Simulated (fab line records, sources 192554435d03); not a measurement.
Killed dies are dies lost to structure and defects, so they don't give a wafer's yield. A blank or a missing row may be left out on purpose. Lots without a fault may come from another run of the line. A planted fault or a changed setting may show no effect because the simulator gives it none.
fab line records | flow n5_finfet
record lots=5 wafers=15 last_day=18
route steps=1938 shown BEOL_M4@1099 BEOL_M5@1112 PASSIVATION@1936
lots that met no fault: from a run of the same line without faults
start_h: hours from the record's first day to the start of the lot's first wafer shown | wait_h: hours since the lot's step before | " the same as in the row above | L1.1+2: a row that stands for several wafers | - no value, or no start given | * or withheld: withheld | < > ~ a bound
route shown NAME@n: a module of which the file shows steps, and the number in the route of the first | usual: mean/standard deviation of fault-free wafers | same: alike in all rows | chamber/n: place in a boat | sites: the reading at each site | _std_site: their standard deviation | _edge_site: outer sites' mean less inner sites' | radius_mm: how far each site lies from the wafer's centre | mask NAME#n: copy n | behind: the tool/chamber that last shaped the wafer | hold: why the lot was held/for how many hours/how that ended | device: the transistor (n, p or np) that didn't switch | end of line: the same wafers' tests at the end of the route | a step without rows: its recipe alone | killed: dies lost to structure and defects at the first sort, not the wafer's yield | map: a wafer's dies, x killed, . not, _ none there
set.NAME: the setting as run; set.NAME@STEP: as run at that earlier step | model.NAME: the simulator's own value behind a step, which no gauge read
lots at some steps of the route; a table a step, a row a wafer
services: from which hour (start_h, from the record's first day; less than 0 if before it) a tool's chamber was out of use, for how many hours, and why
## steps
# step N5_BEOL_M4_ANNEAL_95
# recipe temp_c=400 time_s=240 ambient=vacuum
# step N5_BEOL_M4_SPUTTER_96
# recipe material=Cu target_thk_a=45 temp_c=-20 chamber_pressure_pa=0.07 power_w=withheld time_s=8.29
# step N5_BEOL_M4_ECD_50
# recipe material=Cu target_thk_a=3000
# step N5_BEOL_M4_ANNEAL_51
# recipe temp_c=225 time_s=90 ambient=N2
# step N5_BEOL_M4_CMP_52
# recipe stop_on=SiOC t_overpolish_s=6.8 down_force_psi=1 platen_rpm=50 clearing_platen_down_force_psi=1.5 clearing_platen_rpm=50 post_cmp_clean=cu_alkaline target_thk_nm=40 clearing_platen_pad_velocity_m_s=0.99484 pad_velocity_m_s=0.99484
# step N5_BEOL_M4_PRE_CLEAN_60
# recipe gas=NH3/H2 time_s=15 temp_c=* rf_power_w=300
# step N5_BEOL_M4_CO_CAP_55
# recipe material=Co target_thk_a=20 temp_c=200 precursor=CCTBA/H2 pressure_torr=30 time_s=102.1
# step N5_BEOL_M4_PRE_CLEAN_56
# recipe gas=NH3 time_s=15 temp_c=withheld rf_power_w=300
# step N5_BEOL_M4_DEP_57
# recipe material=SiCN target_thk_a=80 temp_c=withheld precursor=3MS/NH3 pressure_torr=3 rf_w=202 time_s=14
# step N5_BEOL_M4_RC_MEAS_101
# usual DIBL_N=36.0/1.7 DIBL_P=36.2/2.3 IOFF_N=0.16/0.03 IOFF_P=0.21/0.036 ION_N=679/11 ION_P=465/7.1 SS_N=71.4/0.58 SS_P=73.3/0.75 VT_N=249/3.1 VT_P=-251/3.5
# columns lot.wafer tool chamber start_h wait_h DIBL_N[mV/V] DIBL_P[mV/V] IOFF_N[nA/um] IOFF_P[nA/um] ION_N[uA/um] ION_P[uA/um] SS_N[mV/dec] SS_P[mV/dec] VT_N[mV] VT_P[mV]
L574.1 prober-01 0 189.08 0.0 33.8 33.3 0.13 0.17 673 462 70.6 72.4 253 -251
L574.4 " 0 " " 35.8 36.5 0.18 0.23 692 472 70.8 73.1 246 -248
L574.6 " 0 " " 33.3 32.1 0.12 0.17 662 449 70.9 72.0 253 -256
L582.1 prober-01 0 230.08 0.0 33.1 33.0 0.10 0.15 653 456 70.4 72.3 257 -254
L582.2 " 0 " " 36.4 37.6 0.16 0.21 667 462 71.3 74.3 252 -252
L582.3 " 0 " " 37.3 38.6 0.17 0.24 679 468 71.8 74.1 250 -249
L593.1 prober-02 0 306.53 0.0 37.9 39.8 0.21 0.26 695 467 71.0 75.0 244 -248
L593.4 " 0 " " 34.9 35.3 0.13 0.19 668 465 71.4 72.7 254 -250
L593.5 " 0 " " 34.8 34.9 0.13 0.17 671 462 71.1 73.1 252 -255
L596.1 prober-01 0 316.23 0.0 35.8 36.5 0.16 0.20 687 467 71.9 73.4 248 -253
L596.4 " 0 " " 39.2 39.4 0.20 0.24 691 462 72.5 74.7 247 -251
L596.6 " 0 " " 34.0 33.5 0.12 0.16 667 455 71.1 72.7 251 -255
L595.1 prober-02 0 320.85 0.0 40.9 42.9 0.25 0.31 697 469 72.0 74.5 242 -244
L595.2 " 0 " " 34.9 37.2 0.15 0.21 676 467 71.2 72.6 250 -249
L595.5 " 0 " " 37.0 38.7 0.18 0.22 679 469 71.9 74.3 248 -250
# step N5_BEOL_M5_ILD_DEP_00
# recipe material=SiCOH_lowk target_thk_a=1406.4 temp_c=300 precursor=DEMS/porogen pressure_torr=5 rf_w=500 time_s=25.9
# step N5_BEOL_M5_CURE_79
# recipe temp_c=385 time_s=240 ambient=He/Ar material=SiCOH_lowk
# step N5_BEOL_M5_PECVD_70
# recipe material=SiO2 target_thk_a=160 temp_c=400 precursor=TEOS/O2 pressure_torr=5.5 rf_w=450 teos_flow_sccm=53.8 gas=O2 flow_sccm=3000 time_s=18
# step N5_BEOL_M5_HM_DEP_02
# recipe material=TiN target_thk_a=200 temp_c=25 chamber_pressure_pa=0.49996
# step N5_BEOL_M5_COAT_59
# recipe resist=SOC temp_c=250 time_s=60 spin_rpm=1500 resist_thk_nm=60
# step N5_BEOL_M5_COAT_60
# recipe resist=SiARC temp_c=220 time_s=60 spin_rpm=1500 resist_thk_nm=12
# step N5_BEOL_M5_COAT_71
# recipe resist=underlayer temp_c=205 time_s=60 spin_rpm=1500 resist_thk_nm=5
# step N5_BEOL_M5_COAT_05
# recipe resist=CAR-EUV spin_rpm=1500 resist_thk_nm=30
# step N5_BEOL_M5_EBR_07
# recipe solvent=PGMEA ebr_width_mm=1.5
# step N5_BEOL_M5_SOFTBAKE_06
# recipe temp_c=110 time_s=60 resist=CAR-EUV
# step N5_BEOL_M5_EXPOSE_08
# recipe mask_id=M5 na=0.33 source_shape=annular sigma_inner=0.4 sigma_outer=0.8 polarization=unpolarized target_cd_nm=28 dose_mj=35.75
# step N5_BEOL_M5_PEB_09
# recipe peb_temp_c=100 peb_time_s=60 resist=CAR-EUV
# step N5_BEOL_M5_DEVELOP_10
# recipe develop_time_s=30 developer=TMAH resist=CAR-EUV rinse_liquid=surfactant_rinse dry=air_spin dev_temp_c=23
# step N5_BEOL_M5_DESCUM_16
# recipe chemistry=O2 time_s=7 source_power_w=50 bias_power_w=20 pressure_mtorr=20 rf_frequency_hz=2.712e+07 temp_c=40 resist=CAR-EUV o2_flow_sccm=225
# step N5_BEOL_M5_ETCH_72
# recipe chemistry=N2/H2 target=underlayer target_depth_a=65 mask_material=CAR-EUV time_s=5.2 ion_energy_ev=200 pressure_mtorr=30 source_w=840 bias_w=150 n2_flow_sccm=200 h2_flow_sccm=200 ends=cleared
# step N5_BEOL_M5_ETCH_61
# recipe chemistry=CF4 target=SiARC target_depth_a=156 mask_material=CAR-EUV time_s=26 ion_energy_ev=80 pressure_mtorr=40 source_w=545 bias_w=36 Ar_flow_sccm=100 cf4_flow_sccm=100 ends=cleared
# step N5_BEOL_M5_ETCH_62
# recipe chemistry=N2/H2 target=SOC target_depth_a=750 overetch_a=150 mask_material=SiARC temp_c=40 time_s=112.5 ion_energy_ev=200 pressure_mtorr=30 source_w=840 bias_w=150 n2_flow_sccm=200 h2_flow_sccm=200
# step N5_BEOL_M5_STRIP_63
# recipe chemistry=N2/H2 temp_c=40 n2_flow_sccm=200 h2_flow_sccm=200 rf_frequency_hz=6e+07
# step N5_BEOL_M5_STRIP_73
# recipe chemistry=N2/H2 temp_c=40 n2_flow_sccm=200 h2_flow_sccm=200 rf_frequency_hz=6e+07
# step N5_BEOL_M5_STRIP_64
# recipe chemistry=CF4 resist=SiARC power_w=300 bias_power_w=75 pressure_mtorr=50 cf4_flow_sccm=150 rf_frequency_hz=6e+07
# step N5_BEOL_M5_HM_OPEN_17
# recipe chemistry=Cl2/BCl3 target_depth_a=200 overetch_a=60 target=TiN mask_material=SOC ion_energy_ev=150 pressure_mtorr=10 icp_w=1000 bias_w=126 Cl2_flow_sccm=53.25 bcl3_flow_sccm=21.75 Ar_flow_sccm=25
# step N5_BEOL_M5_STRIP_19
# recipe chemistry=O2 power_w=400 temp_c=40 pressure_mtorr=30 rf_frequency_hz=6e+07 bias_power_w=0 overash_fraction=0.2 o2_flow_sccm=225
# step N5_BEOL_M5_COAT_65
# recipe resist=SOC temp_c=250 time_s=60 spin_rpm=1500 resist_thk_nm=60
# step N5_BEOL_M5_COAT_66
# recipe resist=SiARC temp_c=220 time_s=60 spin_rpm=1500 resist_thk_nm=12
# step N5_BEOL_M5_EXPOSE_25
# recipe mask_id=V4 na=0.33 source_shape=quasar sigma_inner=0.2 sigma_outer=0.6 polarization=unpolarized defocus_nm=10 dose_mj=52.75
# columns lot.wafer tool chamber start_h wait_h mask
L574.1+4+6 euv_scanner-01 0 192.84 - V4#0
L582.1+2+3 euv_scanner-02 0 235.62 - V4#0
L593.1+4+5 euv_scanner-01 0 311.45 - V4#0
L596.1+4+6 euv_scanner-01 0 324.22 - V4#0
L595.1+2+5 euv_scanner-01 0 326.27 - V4#0
# step N5_PASSIVATION_PROBE_49
# usual defect_limited_yield=91.3/1.5 killed_at_M0_to_M3=31/11 killed_at_M4_up=14/5.1 killed_at_contacts=12/5.6 killed_at_front_end=42/12 killed_at_other=3.8/2.9 killed_dies=103/18 killed_on_rim=14/4.5 killed_open=67/14 killed_short=33/8 sort_bin_5_function=5.1/1 sort_bin_6_memory=3.2/0.75 sort_n_pass=1077/18 sort_yield_pct=91.3/1.5
# same gross_dies=1180 killed_at_back_side=0 sort_bin_4_leakage[%]=0 sort_bin_8_speed[%]=0
# columns lot.wafer tool chamber start_h wait_h defect_limited_yield[%] killed_at_M0_to_M3 killed_at_M4_up killed_at_contacts killed_at_front_end killed_at_other killed_dies killed_on_rim killed_open killed_short sort_bin_5_function[%] sort_bin_6_memory[%] sort_n_pass sort_yield_pct[%]
L574.1 prober-02 - 291.86 0.8 93.9 20 8 10 34 0 72 14 46 24 3.8 2.2 1108 93.9
L574.4 prober-02 - 292.01 1.0 92.0 29 6 12 43 4 94 17 64 30 4.4 3.5 1086 92.0
L574.6 prober-02 - 292.11 1.1 91.6 37 11 19 28 4 99 12 63 35 5.4 2.6 1081 91.6
L582.1 prober-02 - 349.71 2.4 91.4 27 13 11 46 4 101 18 69 28 4.9 3.4 1079 91.4
L582.2 prober-02 - 349.76 2.5 92.5 18 19 4 42 5 88 11 45 42 4.7 2.3 1092 92.5
L582.3 prober-02 - 349.81 2.5 91.6 26 19 11 41 2 99 5 62 36 5.6 2.5 1081 91.6
L593.1 prober-01 - 407.35 0.0 0 50 1056 18 51 5 1180 152 98 38 6.2 5.2 0 0
L593.4 prober-01 - 407.50 0.2 0 48 1067 20 44 1 1180 152 83 47 6.9 3.7 0 0
L593.5 prober-01 - 407.55 0.2 0 36 1078 23 41 2 1180 152 81 36 6.6 3.4 0 0
L596.1 prober-01 - 416.36 0.0 0 23 1110 3 43 1 1180 152 54 25 3.7 2.6 0 0
L596.4 prober-01 - 416.51 0.2 0 31 1093 6 46 4 1180 152 62 30 5.0 2.6 0 0
L596.6 prober-01 - 416.61 0.3 91.9 26 18 13 36 3 96 14 66 26 4.6 3.1 1084 91.9
L595.1 prober-01 - 422.50 0.0 0 51 1082 15 27 5 1180 152 93 27 5.7 4.5 0 0
L595.2 prober-01 - 422.55 0.1 90.9 43 12 21 29 2 107 19 75 29 4.8 3.7 1073 90.9
L595.5 prober-01 - 422.70 0.2 0 36 1085 20 34 5 1180 152 73 35 5.0 3.6 0 0
# killed by level:class
L574.1 BEOL_M0_SAQP:geometric_particle:short=9 MOL_CONTACT_COAG:geometric_particle:open=7 BEOL_M0_SAQP:geometric_particle:open=7 STARTING-WAFER:geometric_particle:open=6 DUMMY_GATE:geometric_particle:open=4 ILD0:geometric_particle:short=4 ILD0:geometric_particle:open=4 BEOL_M8:geometric_particle:open=4
L574.4 BEOL_M0_SAQP:geometric_particle:open=13 FIN_SAQP:geometric_particle:open=11 MOL_CONTACT_COAG:geometric_particle:open=10 STI_FIN_REVEAL:geometric_particle:open=9 BEOL_M0_SAQP:geometric_particle:short=7 ILD0:geometric_particle:open=4 STARTING-WAFER:geometric_particle:short=4 FIN_SAQP:geometric_particle:short=3
L574.6 MOL_CONTACT_COAG:geometric_particle:open=15 BEOL_M2:geometric_particle:open=9 BEOL_M0_SAQP:geometric_particle:short=9 BEOL_M0_SAQP:geometric_particle:open=6 BEOL_M4:geometric_particle:open=5 FIN_SAQP:geometric_particle:open=4 STI_FIN_REVEAL:geometric_particle:open=4 GATE_CUT:geometric_particle:short=4
L582.1 FIN_SAQP:geometric_particle:open=13 MOL_CONTACT_COAG:geometric_particle:open=10 FIN_SAQP:geometric_particle:short=9 BEOL_M2:geometric_particle:open=7 BEOL_M3:geometric_particle:open=6 GATE_CUT:geometric_particle:short=5 BEOL_M3:geometric_particle:short=4 STI_FIN_REVEAL:geometric_particle:open=3
L582.2 FIN_SAQP:geometric_particle:open=12 FIN_SAQP:geometric_particle:short=9 BEOL_M4:geometric_particle:short=5 BEOL_M1:geometric_particle:open=5 GATE_CUT:geometric_particle:short=5 BEOL_M5:geometric_particle:open=5 ILD0:geometric_particle:short=4 BEOL_M2:geometric_particle:open=4
L582.3 FIN_SAQP:geometric_particle:open=13 FIN_SAQP:geometric_particle:short=11 MOL_CONTACT_COAG:geometric_particle:open=10 BEOL_M0_SAQP:geometric_particle:short=10 BEOL_M5:geometric_particle:open=6 BEOL_M4:geometric_particle:short=5 STI_FIN_REVEAL:geometric_particle:open=4 BEOL_M0_SAQP:geometric_particle:open=4
L593.1 BEOL_M5:area_expose=1043 FIN_SAQP:geometric_particle:open=25 MOL_CONTACT_COAG:geometric_particle:open=14 BEOL_M2:geometric_particle:open=12 BEOL_M0_SAQP:geometric_particle:open=11 BEOL_M0_SAQP:geometric_particle:short=11 FIN_SAQP:geometric_particle:short=9 BEOL_M3:geometric_particle:open=6
L593.4 BEOL_M5:area_expose=1050 BEOL_M2:geometric_particle:open=18 FIN_SAQP:geometric_particle:open=16 FIN_SAQP:geometric_particle:short=15 MOL_CONTACT_COAG:geometric_particle:open=13 BEOL_M2:geometric_particle:short=9 MOL_CONTACT_COAG:geometric_particle:short=7 BEOL_M0_SAQP:geometric_particle:open=6
L593.5 BEOL_M5:area_expose=1061 MOL_CONTACT_COAG:geometric_particle:open=18 FIN_SAQP:geometric_particle:open=11 BEOL_M2:geometric_particle:open=11 FIN_SAQP:geometric_particle:short=9 BEOL_M0_SAQP:geometric_particle:short=7 DUMMY_GATE:geometric_particle:open=6 MOL_CONTACT_COAG:geometric_particle:short=5
L596.1 BEOL_M5:area_expose=1101 STI_FIN_REVEAL:geometric_particle:open=12 FIN_SAQP:geometric_particle:short=7 BEOL_M3:geometric_particle:open=7 FIN_SAQP:geometric_particle:open=6 BEOL_M2:geometric_particle:open=6 BEOL_M1:geometric_particle:open=4 STI_FIN_REVEAL:geometric_particle:short=3
L596.4 BEOL_M5:area_expose=1088 STI_FIN_REVEAL:geometric_particle:open=13 BEOL_M0_SAQP:geometric_particle:open=9 BEOL_M2:geometric_particle:open=9 FIN_SAQP:geometric_particle:short=7 FIN_SAQP:geometric_particle:open=6 STI_FIN_REVEAL:geometric_particle:short=5 GATE_CUT:geometric_particle:short=4
L596.6 BEOL_M2:geometric_particle:open=13 MOL_CONTACT_COAG:geometric_particle:open=10 BEOL_M4:geometric_particle:open=10 FIN_SAQP:geometric_particle:short=6 STI_FIN_REVEAL:geometric_particle:open=6 ILD0:geometric_particle:open=4 HKMG_FIN:area_etch=4 FIN_SAQP:geometric_particle:open=3
L595.1 BEOL_M5:area_expose=1059 BEOL_M4:geometric_particle:open=14 MOL_CONTACT_COAG:geometric_particle:open=13 BEOL_M0_SAQP:geometric_particle:open=12 BEOL_M0:geometric_particle:open=10 BEOL_M3:geometric_particle:open=8 FIN_SAQP:geometric_particle:open=7 BEOL_M1:geometric_particle:open=6
L595.2 MOL_CONTACT_COAG:geometric_particle:open=16 BEOL_M2:geometric_particle:open=11 BEOL_M1:geometric_particle:open=9 BEOL_M3:geometric_particle:open=9 FIN_SAQP:geometric_particle:open=7 BEOL_M0_SAQP:geometric_particle:short=7 DUMMY_GATE:geometric_particle:open=5 MOL_CONTACT_COAG:geometric_particle:short=5
L595.5 BEOL_M5:area_expose=1071 MOL_CONTACT_COAG:geometric_particle:open=18 STI_FIN_REVEAL:geometric_particle:open=9 BEOL_M1:geometric_particle:open=9 BEOL_M0_SAQP:geometric_particle:open=8 BEOL_M0_SAQP:geometric_particle:short=8 FIN_SAQP:geometric_particle:open=6 BEOL_M3:geometric_particle:open=5
# map L593.1 (x killed, . not)
_________________xxxxxxxxxxxx________________
______________xxxxxxxxxxxxxxxxxx_____________
___________xxxxxxxxxxxxxxxxxxxxxxxx__________
__________xxxxxxxxxxxxxxxxxxxxxxxxxx_________
________xxxxxxxxxxxxxxxxxxxxxxxxxxxxxx_______
_______xxxxxxxxxxxxxxxxxxxxxxxxxxxxxxxx______
______xxxxxxxxxxxxxxxxxxxxxxxxxxxxxxxxxx_____
_____xxxxxxxxxxxxxxxxxxxxxxxxxxxxxxxxxxxx____
____xxxxxxxxxxxxxxxxxxxxxxxxxxxxxxxxxxxxxx___
___xxxxxxxxxxxxxxxxxxxxxxxxxxxxxxxxxxxxxxxx__
___xxxxxxxxxxxxxxxxxxxxxxxxxxxxxxxxxxxxxxxx__
__xxxxxxxxxxxxxxxxxxxxxxxxxxxxxxxxxxxxxxxxxx_
__xxxxxxxxxxxxxxxxxxxxxxxxxxxxxxxxxxxxxxxxxx_
_xxxxxxxxxxxxxxxxxxxxxxxxxxxxxxxxxxxxxxxxxxxx
_xxxxxxxxxxxxxxxxxxxxxxxxxxxxxxxxxxxxxxxxxxxx
_xxxxxxxxxxxxxxxxxxxxxxxxxxxxxxxxxxxxxxxxxxxx
_xxxxxxxxxxxxxxxxxxxxxxxxxxxxxxxxxxxxxxxxxxxx
_xxxxxxxxxxxxxxxxxxxxxxxxxxxxxxxxxxxxxxxxxxxx
_xxxxxxxxxxxxxxxxxxxxxxxxxxxxxxxxxxxxxxxxxxxx
_xxxxxxxxxxxxxxxxxxxxxxxxxxxxxxxxxxxxxxxxxxxx
_xxxxxxxxxxxxxxxxxxxxxxxxxxxxxxxxxxxxxxxxxxxx
__xxxxxxxxxxxxxxxxxxxxxxxxxxxxxxxxxxxxxxxxxx_
__xxxxxxxxxxxxxxxxxxxxxxxxxxxxxxxxxxxxxxxxxx_
___xxxxxxxxxxxxxxxxxxxxxxxxxxxxxxxxxxxxxxxx__
___xxxxxxxxxxxxxxxxxxxxxxxxxxxxxxxxxxxxxxxx__
____xxxxxxxxxxxxxxxxxxxxxxxxxxxxxxxxxxxxxx___
_____xxxxxxxxxxxxxxxxxxxxxxxxxxxxxxxxxxxx____
______xxxxxxxxxxxxxxxxxxxxxxxxxxxxxxxxxx_____
_______xxxxxxxxxxxxxxxxxxxxxxxxxxxxxxxx______
________xxxxxxxxxxxxxxxxxxxxxxxxxxxxxx_______
__________xxxxxxxxxxxxxxxxxxxxxxxxxx_________
___________xxxxxxxxxxxxxxxxxxxxxxxx__________
______________xxxxxxxxxxxxxxxxxx_____________
_________________xxxxxxxxxxxx________________
# map L595.1 (x killed, . not)
_________________xxxxxxxxxxxx________________
______________xxxxxxxxxxxxxxxxxx_____________
___________xxxxxxxxxxxxxxxxxxxxxxxx__________
__________xxxxxxxxxxxxxxxxxxxxxxxxxx_________
________xxxxxxxxxxxxxxxxxxxxxxxxxxxxxx_______
_______xxxxxxxxxxxxxxxxxxxxxxxxxxxxxxxx______
______xxxxxxxxxxxxxxxxxxxxxxxxxxxxxxxxxx_____
_____xxxxxxxxxxxxxxxxxxxxxxxxxxxxxxxxxxxx____
____xxxxxxxxxxxxxxxxxxxxxxxxxxxxxxxxxxxxxx___
___xxxxxxxxxxxxxxxxxxxxxxxxxxxxxxxxxxxxxxxx__
___xxxxxxxxxxxxxxxxxxxxxxxxxxxxxxxxxxxxxxxx__
__xxxxxxxxxxxxxxxxxxxxxxxxxxxxxxxxxxxxxxxxxx_
__xxxxxxxxxxxxxxxxxxxxxxxxxxxxxxxxxxxxxxxxxx_
_xxxxxxxxxxxxxxxxxxxxxxxxxxxxxxxxxxxxxxxxxxxx
_xxxxxxxxxxxxxxxxxxxxxxxxxxxxxxxxxxxxxxxxxxxx
_xxxxxxxxxxxxxxxxxxxxxxxxxxxxxxxxxxxxxxxxxxxx
_xxxxxxxxxxxxxxxxxxxxxxxxxxxxxxxxxxxxxxxxxxxx
_xxxxxxxxxxxxxxxxxxxxxxxxxxxxxxxxxxxxxxxxxxxx
_xxxxxxxxxxxxxxxxxxxxxxxxxxxxxxxxxxxxxxxxxxxx
_xxxxxxxxxxxxxxxxxxxxxxxxxxxxxxxxxxxxxxxxxxxx
_xxxxxxxxxxxxxxxxxxxxxxxxxxxxxxxxxxxxxxxxxxxx
__xxxxxxxxxxxxxxxxxxxxxxxxxxxxxxxxxxxxxxxxxx_
__xxxxxxxxxxxxxxxxxxxxxxxxxxxxxxxxxxxxxxxxxx_
___xxxxxxxxxxxxxxxxxxxxxxxxxxxxxxxxxxxxxxxx__
___xxxxxxxxxxxxxxxxxxxxxxxxxxxxxxxxxxxxxxxx__
____xxxxxxxxxxxxxxxxxxxxxxxxxxxxxxxxxxxxxx___
_____xxxxxxxxxxxxxxxxxxxxxxxxxxxxxxxxxxxx____
______xxxxxxxxxxxxxxxxxxxxxxxxxxxxxxxxxx_____
_______xxxxxxxxxxxxxxxxxxxxxxxxxxxxxxxx______
________xxxxxxxxxxxxxxxxxxxxxxxxxxxxxx_______
__________xxxxxxxxxxxxxxxxxxxxxxxxxx_________
___________xxxxxxxxxxxxxxxxxxxxxxxx__________
______________xxxxxxxxxxxxxxxxxx_____________
_________________xxxxxxxxxxxx________________
## services
# columns tool chamber start_h hours kind
euv_scanner-02 0 174.25 - calibration
euv_scanner-01 - 200.66 1.0 pm
euv_scanner-01 - 217.55 1.8 repair
euv_scanner-02 - 219.86 6.2 pm
euv_scanner-02 - 226.11 1.0 pm
euv_scanner-01 - 231.52 4.6 pm
euv_scanner-01 - 245.38 5.8 pm
euv_scanner-02 - 247.09 - calibration
euv_scanner-01 - 256.81 1.0 pm
euv_scanner-01 0 263.22 - calibration
euv_scanner-02 - 279.13 1.0 pm
euv_scanner-01 - 312.96 1.0 pm
euv_scanner-02 - 314.21 0.9 repair
## key
first_sign step=N5_PASSIVATION_PROBE_49 reading=killed_at_M4_up direction=up sigmas=99+ usual=14 struck=1082
effect step=N5_PASSIVATION_PROBE_49 reading=sort_n_pass direction=down sigmas=59 usual=1077 struck=0
more_kills_born_at N5_BEOL_M5_EXPOSE_25@euv_scanner-01=7473
met_at N5_BEOL_M5_EXPOSE_25
struck_wafers L593.1,L593.4,L593.5,L595.1,L595.5,L596.1,L596.4
later_rows_left_out L593.1,L593.4,L593.5,L595.1,L595.5,L596.1,L596.4
onset_between 192.84 311.45
fault kind=process_parameter_drift tool=euv_scanner-01 chamber=- onset_h=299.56 steps=N5_BEOL_M5_EXPOSE_25 channel=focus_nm offset=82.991 shape=step end_h=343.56 scope=struck_wafers_only
# later_rows_left_out: the simulator's readings of these wafers behind a module that went badly wrong aren't trusted and aren't shown, but for the sort
